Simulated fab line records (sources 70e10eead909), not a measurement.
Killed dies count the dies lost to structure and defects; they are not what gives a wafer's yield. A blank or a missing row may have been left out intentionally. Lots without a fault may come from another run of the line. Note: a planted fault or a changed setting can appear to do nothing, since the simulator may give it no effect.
fab line records ; flow nandHarc
[record] lots = 6; wafers = 18; lastDay = 32
route steps=1302 shown P_CONTACT@241 P_M0@253 END@1302
lots untouched by any fault: they come from a run of this same line in which no faults occurred
startH: hours from the record's opening day to when the first of the lot's shown wafers began ; waitH: hours from the lot's prior step to this one ; " identical to the entry in the row above ; L1.1+2: a row that stands for several wafers ; - no value, or no start was given ; * or withheld: withheld ; < > ~ a bound
route shown NAME@n: names a module that has steps shown in the file, with the first one's number in the route ; usual: average and standard deviation across the fault-free wafers ; same: alike in all rows ; chamber/n: place in a boat ; sites: the reading at each site ; _std_site: how widely they spread, as a standard deviation ; _edge_site: the outer-site mean with the inner-site mean subtracted ; radiusMm: for every site, how far away it sits from the centre of the wafer ; mask NAME#n: copy n ; behind: the most recent tool/chamber to have shaped the wafer ; hold: what put the lot on hold/how long, in hours/how the hold closed ; device: which transistor (n, p or np) failed to switch ; end of line: tests run on the same wafers once the route is complete ; a step with no rows: only its recipe ; killed: count of dies lost to structure and defects at first sort (not the wafer's yield) ; map: per-die view of a wafer (x killed, . not killed, _ where there is no die)
set.NAME: the setting as run; set.NAME@STEP: as run at that earlier step ; model.NAME: the simulator's own value behind a step, which no gauge read
lots at some steps of the route; a table a step, a row a wafer
services: the hour from which a tool's chamber was out of use, counted from the record's first day as startH (under 0 if before that day), plus the number of hours and why
[[steps]]
[step NHARC_P_CONTACT_CD_MEAS_19]
[usual] cdNm = 90.1/1.7
lot.wafer;tool;chamber;startH;waitH;cdNm
L962.3;cdSem-01;-;139.28;-;91.3
L962.4;cdSem-01;-;139.28;-;85.9
L962.6;cdSem-01;-;139.28;-;91.0
L968.1;cdSem-03;-;198.02;-;90.4
L968.3;cdSem-03;-;198.02;-;90.9
L968.6;cdSem-03;-;198.02;-;88.9
L970.1;cdSem-01;-;223.73;-;87.0
L970.3;cdSem-01;-;223.73;-;91.7
L970.4;cdSem-01;-;223.73;-;89.1
L976.3;cdSem-03;-;280.63;-;87.2
L976.4;cdSem-03;-;280.63;-;91.2
L976.5;cdSem-03;-;280.63;-;90.1
L977.2;cdSem-01;-;286.23;-;90.4
L977.4;cdSem-01;-;286.23;-;87.7
L977.6;cdSem-01;-;286.23;-;89.0
L979.1;cdSem-01;-;314.08;-;88.1
L979.3;cdSem-01;-;314.08;-;90.9
L979.4;cdSem-01;-;314.08;-;91.3
[step NHARC_P_CONTACT_STRIP_28]
[recipe] o2FlowSccm = 500; arFlowSccm = 0; biasW = 0; chemistry = O2
[step NHARC_P_CONTACT_STRIP_29]
[recipe] timeS = 1200; tempC = 72.5; chemistry = postEtchResidueRemover
[step NHARC_P_CONTACT_DEGAS_38]
[recipe] tempC = 300; timeS = 60
[step NHARC_P_CONTACT_PRE_CLEAN_39]
[recipe] timeS = 19.5; biasV = 250; gas = Ar
[step NHARC_P_CONTACT_PVD_32]
[recipe] targetThkA = 50; chamberPressurePa = 5; powerW = 5000; substrateTempC = 200; timeS = 17.7; material = Ti
[usual] throttleValvePct = 29.9/1.2
lot.wafer;tool;chamber;startH;waitH;throttleValvePct
L962.3;pvdSputter-01;-;-;-;31.3
L962.4;pvdSputter-01;-;-;-;28.7
L962.6;pvdSputter-01;-;-;-;30.2
L968.3;pvdSputter-01;-;-;-;30.6
L968.1;pvdSputter-01;-;-;-;31.0
L968.6;pvdSputter-01;-;-;-;28.7
L970.4;pvdSputter-02;-;-;-;31.1
L970.1;pvdSputter-02;-;-;-;30.2
L970.3;pvdSputter-02;-;-;-;27.5
L976.3;pvdSputter-02;-;-;-;30.1
L976.4;pvdSputter-02;-;-;-;27.5
L976.5;pvdSputter-02;-;-;-;30.1
L977.2;pvdSputter-01;-;-;-;30.5
L977.4;pvdSputter-01;-;-;-;31.7
L977.6;pvdSputter-01;-;-;-;30.4
L979.1;pvdSputter-03;-;-;-;29.9
L979.3;pvdSputter-03;-;-;-;30.6
L979.4;pvdSputter-03;-;-;-;30.2
[step NHARC_P_CONTACT_ALD_22]
[recipe] targetThkA = 30; pulseTimeS = 1; aldCycles = 150; tempC = 450; material = TiN
[step NHARC_P_CONTACT_CVD_23]
[recipe] targetThkA = 2000; tempC = 300; pressureTorr = 40; wf6FlowSccm = 40; h2FlowSccm = 1600; arFlowSccm = 1560; timeS = 557; material = W
[step NHARC_P_CONTACT_CMP_24]
[recipe] tOverpolishS = 30; targetThkNm = 200
[usual] motorCurrentA = 12.4/0.92; overpolishRunS = 30.000/0.0093; timeToEndpointS = 40.8/2.8
lot.wafer;tool;chamber;startH;waitH;motorCurrentA;overpolishRunS;timeToEndpointS
L962.3;cmp-02;3;141.10;0.4;14.5;30.009;41.7
L962.4;cmp-02;1;141.10;0.4;12.4;30.022;39.5
L962.6;cmp-02;3;141.10;0.4;13.7;30.003;42.1
L968.3;cmp-03;1;199.86;0.3;13.0;29.988;40.8
L968.1;cmp-03;2;199.86;0.3;11.6;30.000;41.4
L968.6;cmp-03;1;199.86;0.3;12.9;29.992;44.9
L970.1;cmp-03;0;225.53;0.6;13.1;30.004;40.6
L970.4;cmp-03;1;225.53;0.6;12.7;30.004;38.7
L970.3;cmp-03;2;225.53;0.6;11.5;29.993;39.2
L976.3;cmp-01;3;282.46;0.3;11.7;29.992;40.5
L976.4;cmp-01;1;282.46;0.3;11.2;30.001;40.6
L976.5;cmp-01;2;282.46;0.3;10.9;30.007;38.9
L977.2;cmp-03;3;288.05;0.6;13.0;29.996;42.2
L977.4;cmp-03;0;288.05;0.6;12.8;29.992;36.4
L977.6;cmp-03;2;288.05;0.6;12.1;29.985;35.0
L979.4;cmp-02;2;315.88;0.4;11.8;30.002;42.3
L979.1;cmp-02;3;315.88;0.4;14.7;29.993;43.2
L979.3;cmp-02;1;315.88;0.4;11.8;30.000;43.6
[step NHARC_P_CONTACT_SRD_26]
[step NHARC_P_CONTACT_INSPECT_27]
[usual] rawDefectCount = 276/100
lot.wafer;tool;chamber;startH;waitH;rawDefectCount
L962.3;defectInspect-02;-;141.48;0.1;199
L962.4;defectInspect-02;-;141.48;0.1;219
L962.6;defectInspect-02;-;141.48;0.1;233
L968.1;defectInspect-01;-;200.24;0.1;203
L968.3;defectInspect-01;-;200.24;0.1;221
L968.6;defectInspect-01;-;200.24;0.1;328
L970.1;defectInspect-01;-;225.93;0.1;119
L970.3;defectInspect-01;-;225.93;0.1;197
L970.4;defectInspect-01;-;225.93;0.1;255
L976.3;defectInspect-01;-;282.83;0.1;122
L976.4;defectInspect-01;-;282.83;0.1;129
L976.5;defectInspect-01;-;282.83;0.1;384
L977.2;defectInspect-02;-;288.43;0.1;288
L977.4;defectInspect-02;-;288.43;0.1;226
L977.6;defectInspect-02;-;288.43;0.1;453
L979.1;defectInspect-01;-;316.28;0.1;236
L979.3;defectInspect-01;-;316.28;0.1;198
L979.4;defectInspect-01;-;316.28;0.1;185
[step NHARC_P_M0_DEP_00]
[recipe] targetThkA = 1500; targetThkNm = 150; tempC = withheld; pressureTorr = 5; flowSccm = 200; rfW = 600; material = SiOC
lot.wafer;tool;chamber;startH;waitH
L962.3+4+6;pecvd-02;0,0,1;141.54;0.1
L968.1+3+6;pecvd-02;1,2,0;200.31;0.1
L970.3+1+4;pecvd-02;0,1,0;226.04;0.1
L976.3+4+5;pecvd-01;2,0,2;282.99;0.2
L977.2+4+6;pecvd-04;1,1,2;288.54;0.1
L979.3+1+4;pecvd-02;0,1,1;316.39;0.1
[step NHARC_P_M0_DEHYDRATE_01]
[recipe] tempC = 150; timeS = 120
[step NHARC_P_M0_HMDS_02]
[recipe] timeS = 30
[step NHARC_P_M0_COAT_33]
[recipe] tempC = 200; timeS = 65
[step NHARC_P_M0_COAT_03]
[recipe] spinRpm = 1500; resistThkNm = 90
[step NHARC_P_M0_SOFTBAKE_04]
[recipe] tempC = 105; timeS = 55
[step NHARC_P_M0_EBR_05]
[step NHARC_P_M0_EXPOSE_06]
[recipe] na = 1.35; targetCdNm = 90; doseMj = 81.28; maskId = P_M0
[step NHARC_P_M0_PEB_07]
[recipe] pebTempC = 100; pebTimeS = 65
[step NHARC_P_M0_DEVELOP_08]
[recipe] developTimeS = 35; devTempC = 23
[step NHARC_P_M0_CD_MEAS_09]
[recipe] targetCdNm = 90; landingEnergyEv = 500
[usual] cdNm = 89.6/0.62
lot.wafer;tool;chamber;startH;waitH;cdNm
L962.3;cdSem-01;0;142.26;-;89.4
L962.4;cdSem-01;0;142.26;-;89.5
L962.6;cdSem-01;0;142.26;-;90.4
L968.1;cdSem-03;0;201.02;-;90.2
L968.3;cdSem-03;0;201.02;-;89.7
L968.6;cdSem-03;0;201.02;-;90.2
L970.1;cdSem-03;0;226.70;-;88.7
L970.3;cdSem-03;0;226.70;-;88.4
L970.4;cdSem-03;0;226.70;-;88.5
L976.3;cdSem-03;0;283.74;-;90.5
L976.4;cdSem-03;0;283.74;-;90.2
L976.5;cdSem-03;0;283.74;-;90.5
L977.2;cdSem-01;0;289.33;-;90.3
L977.4;cdSem-01;0;289.33;-;89.6
L977.6;cdSem-01;0;289.33;-;89.4
L979.1;cdSem-01;0;317.18;-;89.5
L979.3;cdSem-01;0;317.18;-;90.1
L979.4;cdSem-01;0;317.18;-;90.3
[step NHARC_P_M0_OVL_MEAS_10]
[recipe] pitchNm = 180
[usual] overlayXNm = -0.1/0.77; overlayYNm = 0.5/0.73
lot.wafer;tool;chamber;startH;waitH;overlayXNm;overlayYNm
L962.3;overlay-01;-;142.34;-;-0.2;-1.2
L962.4;overlay-01;-;142.34;-;-0.2;-1.8
L962.6;overlay-01;-;142.34;-;-0.3;-1.2
L968.1;overlay-02;-;201.11;-;-0.1;1.5
L968.3;overlay-02;-;201.11;-;0.2;1.4
L968.6;overlay-02;-;201.11;-;0.0;1.4
L970.1;overlay-01;-;226.79;-;-0.7;1.3
L970.3;overlay-01;-;226.79;-;-0.8;1.0
L970.4;overlay-01;-;226.79;-;-0.9;1.0
L976.3;overlay-01;-;283.82;-;0.2;0.7
L976.4;overlay-01;-;283.82;-;0.3;0.6
L976.5;overlay-01;-;283.82;-;-0.1;1.0
L977.2;overlay-01;-;289.42;-;0.1;1.3
L977.4;overlay-01;-;289.42;-;-0.2;0.9
L977.6;overlay-01;-;289.42;-;-0.2;0.9
L979.1;overlay-01;-;317.27;-;0.0;-0.2
L979.3;overlay-01;-;317.27;-;-0.3;-0.9
L979.4;overlay-01;-;317.27;-;-0.7;-0.1
[step NHARC_P_M0_INSPECT_11]
[usual] rawDefectCount = 5/3.1
lot.wafer;tool;chamber;startH;waitH;rawDefectCount
L962.3;defectInspect-02;-;142.38;0.0;0
L962.4;defectInspect-02;-;142.38;0.0;5
L962.6;defectInspect-02;-;142.38;0.0;3
L968.1;defectInspect-02;-;201.14;0.0;7
L968.3;defectInspect-02;-;201.14;0.0;1
L968.6;defectInspect-02;-;201.14;0.0;1
L970.1;defectInspect-02;-;226.83;0.0;3
L970.3;defectInspect-02;-;226.83;0.0;2
L970.4;defectInspect-02;-;226.83;0.0;3
L976.3;defectInspect-01;-;283.86;0.0;4
L976.4;defectInspect-01;-;283.86;0.0;2
L976.5;defectInspect-01;-;283.86;0.0;3
L977.2;defectInspect-02;-;289.46;0.0;7
L977.4;defectInspect-02;-;289.46;0.0;12
L977.6;defectInspect-02;-;289.46;0.0;10
L979.1;defectInspect-01;-;317.31;0.0;1
L979.3;defectInspect-01;-;317.31;0.0;3
L979.4;defectInspect-01;-;317.31;0.0;3
[step NHARC_P_M0_DESCUM_14]
[recipe] timeS = 3; o2FlowSccm = 200; arFlowSccm = 0; biasPowerW = 0; chemistry = O2
[usual] drypumpMotorCurrentA = 5.65/0.19; mfcArSccm = 0.009/0.011; oesProductAu = 1.001/0.0076; rfVppV = 57.7/0.85; showerheadPlenumPTorr = 1.87/0.081; throttleValvePct = 11.312/0.01
lot.wafer;tool;chamber;startH;waitH;drypumpMotorCurrentA;mfcArSccm;oesProductAu;rfHoursCounterH;rfVppV;showerheadPlenumPTorr;throttleValvePct
L962.3;rieDiel-01;3;142.46;0.1;5.67;0.026;0.995;39;58.1;1.87;11.303
L962.4;rieDiel-01;0;142.46;0.1;5.50;0.008;0.998;36;57.9;1.90;11.332
L962.6;rieDiel-01;2;142.46;0.1;6.12;0.022;1.000;-;57.4;1.85;11.312
L968.1;rieDiel-05;2;201.21;0.1;5.71;0;0.994;21;57.2;1.78;11.295
L968.3;rieDiel-05;3;201.21;0.1;5.65;0;1.003;22;56.4;1.82;11.328
L968.6;rieDiel-05;2;201.21;0.1;5.70;0;0.992;-;57.2;1.78;11.298
L970.1;rieDiel-05;1;226.89;0.1;5.44;0;1.006;26;57.8;2.00;11.301
L970.4;rieDiel-05;3;226.89;0.1;5.66;0;1.009;28;57.2;1.82;11.321
L970.3;rieDiel-05;0;226.89;0.1;5.54;0.026;0.994;29;56.8;1.92;11.324
L976.3;rieDiel-08;3;283.93;0.1;5.92;0.019;0.993;28;57.6;1.88;11.316
L976.4;rieDiel-08;1;283.93;0.1;5.49;0.027;1.007;37;59.7;2.06;11.317
L976.5;rieDiel-08;2;283.93;0.1;5.84;0.019;0.999;-;59.2;1.82;11.313
L977.4;rieDiel-05;3;289.52;0.1;5.64;0;0.998;12;55.6;1.81;11.293
L977.2;rieDiel-05;0;289.52;0.1;5.46;0.026;1.007;11;56.8;1.92;11.301
L977.6;rieDiel-05;3;289.52;0.1;5.63;0;0.998;-;57.0;1.81;11.304
L979.3;rieDiel-05;1;317.37;0.1;5.44;0;1.008;16;58.4;1.99;11.318
L979.4;rieDiel-05;2;317.37;0.1;5.70;0;0.999;16;57.2;1.78;11.308
L979.1;rieDiel-05;3;317.37;0.1;5.65;0;1.004;15;57.6;1.81;11.303
[step NHARC_P_M0_ETCH_34]
[recipe] targetDepthA = 400; overetchA = 120; timeS = 43.94; ionEnergyEv = 200; n2FlowSccm = 150; h2FlowSccm = 150; arFlowSccm = 0; rfW = 400; biasW = 150; chemistry = N2/H2
[step NHARC_P_M0_ETCH_15]
[recipe] targetDepthA = 1500; overetchA = 150; timeS = 82.5; c4f8FlowSccm = withheld; arFlowSccm = 400; rfW = 600; biasW = 300; chemistry = C4F8/Ar
[usual] oesProductAu = 0.964/0.02; rfVppV = 439.9/2.6
lot.wafer;tool;chamber;startH;waitH;oesProductAu;rfHoursCounterH;rfVppV
L962.4;rieDiel-01;2;-;-;0.961;34;438.2
L962.3;rieDiel-01;1;-;-;0.965;34;440.8
L962.6;rieDiel-01;3;-;-;0.989;-;440.5
L968.1;rieDiel-05;0;-;-;0.980;23;441.5
L968.3;rieDiel-05;1;-;-;0.956;22;443.6
L968.6;rieDiel-05;1;-;-;0.977;-;444.5
L970.4;rieDiel-05;0;-;-;0.977;29;440.5
L970.1;rieDiel-05;1;-;-;0.968;26;442.3
L970.3;rieDiel-05;3;-;-;0.980;28;438.0
L976.4;rieDiel-08;3;-;-;0.955;28;439.8
L976.3;rieDiel-08;0;-;-;0.953;34;438.3
L976.5;rieDiel-08;0;-;-;0.972;-;437.1
L977.2;rieDiel-05;0;-;-;0.952;11;441.4
L977.4;rieDiel-05;1;-;-;0.973;12;442.6
L977.6;rieDiel-05;0;-;-;0.946;-;440.9
L979.4;rieDiel-05;1;-;-;0.964;16;444.3
L979.3;rieDiel-05;3;-;-;0.978;15;437.3
L979.1;rieDiel-05;0;-;-;0.977;14;440.7
[step NHARC_P_M0_CD_MEAS_16]
[usual] cdNm = 89.3/0.78
lot.wafer;tool;chamber;startH;waitH;cdNm
L962.3;cdSem-01;-;142.75;-;89.3
L962.4;cdSem-01;-;142.75;-;88.3
L962.6;cdSem-01;-;142.75;-;89.2
L968.1;cdSem-02;-;201.50;-;90.0
L968.3;cdSem-02;-;201.50;-;89.3
L968.6;cdSem-02;-;201.50;-;89.7
L970.1;cdSem-01;-;227.19;-;87.5
L970.3;cdSem-01;-;227.19;-;87.6
L970.4;cdSem-01;-;227.19;-;88.1
L976.3;cdSem-01;-;284.23;-;90.5
L976.4;cdSem-01;-;284.23;-;89.4
L976.5;cdSem-01;-;284.23;-;90.2
L977.2;cdSem-02;-;289.84;-;90.5
L977.4;cdSem-02;-;289.84;-;88.5
L977.6;cdSem-02;-;289.84;-;88.6
L979.1;cdSem-01;-;317.67;-;89.3
L979.3;cdSem-01;-;317.67;-;89.3
L979.4;cdSem-01;-;317.67;-;89.8
[step NHARC_P_M0_STRIP_18]
[recipe] powerW = 1000; n2FlowSccm = 150; h2FlowSccm = 150; arFlowSccm = 0; biasW = 0; chemistry = N2/H2
[step NHARC_P_M0_STRIP_19]
[recipe] timeS = 600; tempC = 30; chemistry = postEtchResidueRemover
[step NHARC_P_M0_DEGAS_28]
[recipe] tempC = 250; timeS = 60
[step NHARC_P_M0_PRE_CLEAN_29]
[recipe] timeS = 30; tempC = 280; gas = H2/He
[step NHARC_P_M0_PVD_20]
[recipe] targetThkA = 50; biasV = 168.6; powerW = 15000; chamberPressurePa = 0.12; timeS = 8.06; substrateTempC = 50; material = TaN
[step NHARC_P_M0_PVD_21]
[recipe] targetThkA = 300; chamberPressurePa = 5; powerW = 5000; substrateTempC = 30; timeS = 20.49; material = Cu
[step NHARC_P_M0_ECD_22]
[recipe] targetThkA = 4000; bathTempC = 25; material = Cu
[step NHARC_P_M0_ANNEAL_30]
[recipe] tempC = 225; timeS = 90
[step NHARC_P_M0_CMP_23]
[recipe] tOverpolishS = 20; targetThkNm = 117.54
[usual] motorCurrentA = 12.3/0.92; timeToEndpointS = 29.5/2.3
lot.wafer;tool;chamber;startH;waitH;motorCurrentA;timeToEndpointS
L962.4;cmp-03;0;144.47;-;13.5;28.8
L962.3;cmp-03;2;144.47;-;11.5;26.4
L962.6;cmp-03;3;144.47;-;12.2;30.8
L968.3;cmp-03;0;203.24;-;12.6;31.6
L968.1;cmp-03;2;203.24;-;12.0;26.1
L968.6;cmp-03;0;203.24;-;13.8;28.1
L970.4;cmp-04;3;229.03;-;11.3;27.6
L970.3;cmp-04;0;229.03;-;10.9;28.5
L970.1;cmp-04;1;229.03;-;11.8;28.9
L976.4;cmp-04;0;285.94;-;10.9;28.4
L976.3;cmp-04;2;285.94;-;12.2;26.1
L976.5;cmp-04;1;285.94;-;11.7;27.6
L977.4;cmp-03;3;291.55;-;12.9;32.6
L977.2;cmp-03;1;291.55;-;12.3;31.8
L977.6;cmp-03;2;291.55;-;11.6;27.5
L979.1;cmp-03;1;320.07;-;12.9;30.7
L979.3;cmp-03;2;320.07;-;12.4;28.3
L979.4;cmp-03;0;320.07;-;13.6;27.6
[step NHARC_P_M0_SRD_25]
[step NHARC_P_M0_INSPECT_27]
[usual] rawDefectCount = 343/130
lot.wafer;tool;chamber;startH;waitH;rawDefectCount
L962.3;defectInspect-02;-;144.91;0.0;335
L962.4;defectInspect-02;-;144.91;0.0;286
L962.6;defectInspect-02;-;144.91;0.0;258
L968.1;defectInspect-02;-;203.69;0.0;272
L968.3;defectInspect-02;-;203.69;0.0;328
L968.6;defectInspect-02;-;203.69;0.0;360
L970.1;defectInspect-02;-;229.50;0.0;181
L970.3;defectInspect-02;-;229.50;0.0;170
L970.4;defectInspect-02;-;229.50;0.0;173
L976.3;defectInspect-01;-;286.41;0.0;192
L976.4;defectInspect-01;-;286.41;0.0;236
L976.5;defectInspect-01;-;286.41;0.0;248
L977.2;defectInspect-02;-;292.01;0.0;333
L977.4;defectInspect-02;-;292.01;0.0;215
L977.6;defectInspect-02;-;292.01;0.0;166
L979.1;defectInspect-01;-;320.55;0.0;243
L979.3;defectInspect-01;-;320.55;0.0;271
L979.4;defectInspect-01;-;320.55;0.0;322
[step NHARC_END_SORT_01]
[recipe] tempC = 25
[usual] defectLimitedYield = 91.6/2.8; killedAtArray = 52/18; killedAtOther = 0.6/0.83; killedAtPeriphery = 4.3/2.8; killedDies = 57/19; killedOpen = 3.4/2; killedShort = 2.5/1.7; sort_bin_2_pct = 3.0/1.1; sort_bin_3_pct = 0.6/0.41; sort_bin_4_pct = 4.7/1.6; sortNPass = 620/19; sortRimYieldPct = 91/3.7; sortYieldPct = 91.6/2.8
[same] grossDies = 677; sort_bin_5_pct[%] = 0; sort_bin_6_pct[%] = 0; sort_bin_7_pct[%] = 0; sort_bin_8_pct[%] = 0; sortRimNGross = 106.00
lot.wafer;tool;chamber;startH;waitH;defectLimitedYield[%];killedAtArray;killedAtOther;killedAtPeriphery;killedDies;killedOpen;killedShort;sort_bin_2_pct[%];sort_bin_3_pct[%];sort_bin_4_pct[%];sortNPass;sortRimYieldPct[%];sortYieldPct[%]
L968.1;prober-02;0;645.62;2.5;0;68;0;609;677;1;3;93.1;1.0;5.9;0;0;0
L970.1;prober-01;0;658.43;2.5;0;18;1;658;677;2;1;97.8;0.1;2.1;0;0;0
// killed by level:class
L968.1 P_M0:areaDep=607 A_CHANNEL_HOLE_D2:chamberFilmFlake=36 A_SLIT:chamberFilmFlake=20 A_CONTACT:chamberFilmFlake=6 A_SGD_CUT:geometricParticle:short=2 A_CHANNEL_FILL_D1:geometricParticle:short=1 A_WL_FILL:geometricParticle:open=1 P_GATE:chamberFilmFlake=1
L970.1 P_M0:areaDep=656 A_CHANNEL_HOLE_D1:chamberFilmFlake=6 A_CONTACT:chamberFilmFlake=4 A_CHANNEL_HOLE_D2:chamberFilmFlake=3 P_M2:geometricParticle:open=1 A_DECK1_JOINT:geometricParticle:short=1 A_CONTACT:geometricParticle:open=1 P_GATE:chamberFilmFlake=1
// map L968.1 (x killed, . not)
____________x____________
_________xxxxxxx_________
_______xxxxxxxxxxx_______
______xxxxxxxxxxxxx______
_____xxxxxxxxxxxxxxx_____
____xxxxxxxxxxxxxxxxx____
____xxxxxxxxxxxxxxxxx____
___xxxxxxxxxxxxxxxxxxx___
___xxxxxxxxxxxxxxxxxxx___
__xxxxxxxxxxxxxxxxxxxxx__
__xxxxxxxxxxxxxxxxxxxxx__
_xxxxxxxxxxxxxxxxxxxxxxx_
_xxxxxxxxxxxxxxxxxxxxxxx_
_xxxxxxxxxxxxxxxxxxxxxxx_
_xxxxxxxxxxxxxxxxxxxxxxx_
_xxxxxxxxxxxxxxxxxxxxxxx_
xxxxxxxxxxxxxxxxxxxxxxxxx
xxxxxxxxxxxxxxxxxxxxxxxxx
xxxxxxxxxxxxxxxxxxxxxxxxx
xxxxxxxxxxxxxxxxxxxxxxxxx
xxxxxxxxxxxxxxxxxxxxxxxxx
_xxxxxxxxxxxxxxxxxxxxxxx_
_xxxxxxxxxxxxxxxxxxxxxxx_
_xxxxxxxxxxxxxxxxxxxxxxx_
_xxxxxxxxxxxxxxxxxxxxxxx_
_xxxxxxxxxxxxxxxxxxxxxxx_
__xxxxxxxxxxxxxxxxxxxxx__
__xxxxxxxxxxxxxxxxxxxxx__
___xxxxxxxxxxxxxxxxxxx___
___xxxxxxxxxxxxxxxxxxx___
____xxxxxxxxxxxxxxxxx____
____xxxxxxxxxxxxxxxxx____
_____xxxxxxxxxxxxxxx_____
______xxxxxxxxxxxxx______
_______xxxxxxxxxxx_______
_________xxxxxxx_________
____________x____________
// map L970.1 (x killed, . not)
____________x____________
_________xxxxxxx_________
_______xxxxxxxxxxx_______
______xxxxxxxxxxxxx______
_____xxxxxxxxxxxxxxx_____
____xxxxxxxxxxxxxxxxx____
____xxxxxxxxxxxxxxxxx____
___xxxxxxxxxxxxxxxxxxx___
___xxxxxxxxxxxxxxxxxxx___
__xxxxxxxxxxxxxxxxxxxxx__
__xxxxxxxxxxxxxxxxxxxxx__
_xxxxxxxxxxxxxxxxxxxxxxx_
_xxxxxxxxxxxxxxxxxxxxxxx_
_xxxxxxxxxxxxxxxxxxxxxxx_
_xxxxxxxxxxxxxxxxxxxxxxx_
_xxxxxxxxxxxxxxxxxxxxxxx_
xxxxxxxxxxxxxxxxxxxxxxxxx
xxxxxxxxxxxxxxxxxxxxxxxxx
xxxxxxxxxxxxxxxxxxxxxxxxx
xxxxxxxxxxxxxxxxxxxxxxxxx
xxxxxxxxxxxxxxxxxxxxxxxxx
_xxxxxxxxxxxxxxxxxxxxxxx_
_xxxxxxxxxxxxxxxxxxxxxxx_
_xxxxxxxxxxxxxxxxxxxxxxx_
_xxxxxxxxxxxxxxxxxxxxxxx_
_xxxxxxxxxxxxxxxxxxxxxxx_
__xxxxxxxxxxxxxxxxxxxxx__
__xxxxxxxxxxxxxxxxxxxxx__
___xxxxxxxxxxxxxxxxxxx___
___xxxxxxxxxxxxxxxxxxx___
____xxxxxxxxxxxxxxxxx____
____xxxxxxxxxxxxxxxxx____
_____xxxxxxxxxxxxxxx_____
______xxxxxxxxxxxxx______
_______xxxxxxxxxxx_______
_________xxxxxxx_________
____________x____________
[[services]]
tool;chamber;startH;hours;kind
rieDiel-01;2;117.78;10.0;repair
cmp-02;-;134.66;4.0;pm
pvdSputter-02;-;150.08;10.1;repair
cmp-03;-;152.30;2.0;repair
cmp-03;-;162.09;4.0;pm
cmp-02;-;179.12;1.9;repair
pvdSputter-02;-;187.23;2.3;repair
rieDiel-08;-;193.53;9.0;pm
pvdSputter-02;-;202.97;0.8;repair
rieDiel-01;-;205.61;9.0;pm
cmp-03;-;207.34;1.3;repair
pvdSputter-01;-;209.65;0.5;repair
cmp-04;-;210.60;4.0;pm
cmp-02;-;217.30;68.5;repair
pvdSputter-01;-;226.00;10.0;pm
pecvd-02;-;227.06;13.0;pm
rieDiel-05;-;229.60;9.0;pm
cmp-03;-;234.10;1.0;repair
cmp-03;-;236.70;0.3;repair
cmp-04;-;242.07;2.6;repair
rieDiel-08;2;244.04;7.6;repair
cmp-03;-;257.89;0.4;repair
cmp-03;-;260.09;4.0;pm
cmp-03;-;303.48;0.4;repair
[[key]]
[firstSign] step = NHARC_END_SORT_01; reading = killedAtPeriphery; direction = up; sigmas = 99+; usual = 4.3; struck = 633.5
[effect] step = NHARC_END_SORT_01; reading = sort_bin_2_pct; direction = up; sigmas = 82; usual = 3.0; struck = 95.4
[moreKillsBornAt] NHARC_P_M0_DEP_00@pecvd-02 = 1263
metAt NHARC_P_M0_DEP_00
struckWafers L968.1,L970.1
laterRowsLeftOut L968.1,L970.1
onsetBetween 141.54 200.31
[fault] kind = processParameterDrift; tool = pecvd-02; chamber = 1; onsetH = 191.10; steps = NHARC_P_M0_DEP_00; channel = targetThkNm; offset = 63.442; shape = step; endH = 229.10; actsIn = theseRecipesOnly; stated = 150
// laterRowsLeftOut: the simulator's readings of these wafers behind a module that went badly wrong aren't trusted and aren't shown, but for the sort
